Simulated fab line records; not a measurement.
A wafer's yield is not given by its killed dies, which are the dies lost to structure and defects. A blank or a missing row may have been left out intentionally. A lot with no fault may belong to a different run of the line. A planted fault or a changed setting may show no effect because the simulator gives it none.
Chamber matching -- flow nand-harc -- rie-diel-10 running NHARC_A_SGD_CUT_ETCHBACK_24: 4 sister chambers
The step etches the open film in CH3F/O2, target depth 50 nm, time 92.857 s. 20 wafers are shown with their chamber, then 10 later ones without.

== WAFERS, EACH WITH ITS CHAMBER ==
wafer,chamber,drypump-motor-current-A (A),showerhead-plenum-p-Torr (Torr),rf-vpp-V (V)
L074.1,0,5.6,2.53,244.7
L074.3,2,5.7,2.37,242.3
L074.5,3,6.4,2.57,246.5
L075.2,2,5.7,2.37,242.4
L075.3,0,5.6,2.53,245.5
L075.4,3,6.4,2.57,246.6
L076.1,2,5.7,2.37,242.5
L076.3,3,6.4,2.57,244.9
L076.4,0,5.6,2.53,245.5
L080.1,3,6.4,2.57,247.8
L080.4,2,5.7,2.37,244.0
L080.5,2,5.7,2.37,243.0
L081.2,0,5.6,2.52,246.2
L081.3,3,6.3,2.57,246.0
L081.6,3,6.4,2.57,245.9
L084.1,0,5.6,2.52,244.7
L084.3,1,5.4,2.43,243.6
L084.5,3,6.4,2.57,245.9
L086.1,3,6.4,2.56,245.3
L086.3,1,5.4,2.43,245.2

SIGNATURES (means of the wafers above)
reading,chamber 0,chamber 1,chamber 2,chamber 3,scatter within a chamber
drypump-motor-current-A,5.600,5.400,5.700,6.388,0.0234
showerhead-plenum-p-Torr,2.5260,2.4300,2.3700,2.5687,0.0036
rf-vpp-V,245.320,244.400,242.840,246.113,0.803
Rule: distance of a wafer from a chamber = root of the sum over the readings of ((wafer's reading minus chamber's mean) / reading's scatter) squared. If the next closest chamber is less than 2 further off than the closest, the wafer can't be placed; otherwise it belongs to the closest. How the scatter is found: for the shown wafers, subtract from each reading the mean of its chamber, square and add these, divide the total by (wafers less chambers), then take the root.

== WAFERS WHOSE CHAMBER IS MISSING ==
wafer,drypump-motor-current-A (A),showerhead-plenum-p-Torr (Torr),rf-vpp-V (V)
L086.4,5.7,2.37,242.7
L088.1,5.4,2.43,242.3
L088.3,6.4,2.57,245.4
L088.5,5.6,2.52,244.8
L092.4,6.4,2.56,245.5
L092.5,5.6,2.52,245.5
L092.6,5.4,2.43,243.2
L093.1,6.4,2.56,245.9
L093.4,5.7,2.37,243.3
L093.5,5.6,2.52,244.9

== CHAMBER TAKEN BY EACH ==
wafer,from the rows above,in truth
L086.4,2,2
L088.1,1,1
L088.3,3,3
L088.5,0,0
L092.4,3,3
L092.5,0,0
L092.6,1,1
L093.1,3,3
L093.4,2,2
L093.5,0,0
10 of 10 placed correctly. Left unplaced by these rows: 0. 0 placed wrongly.
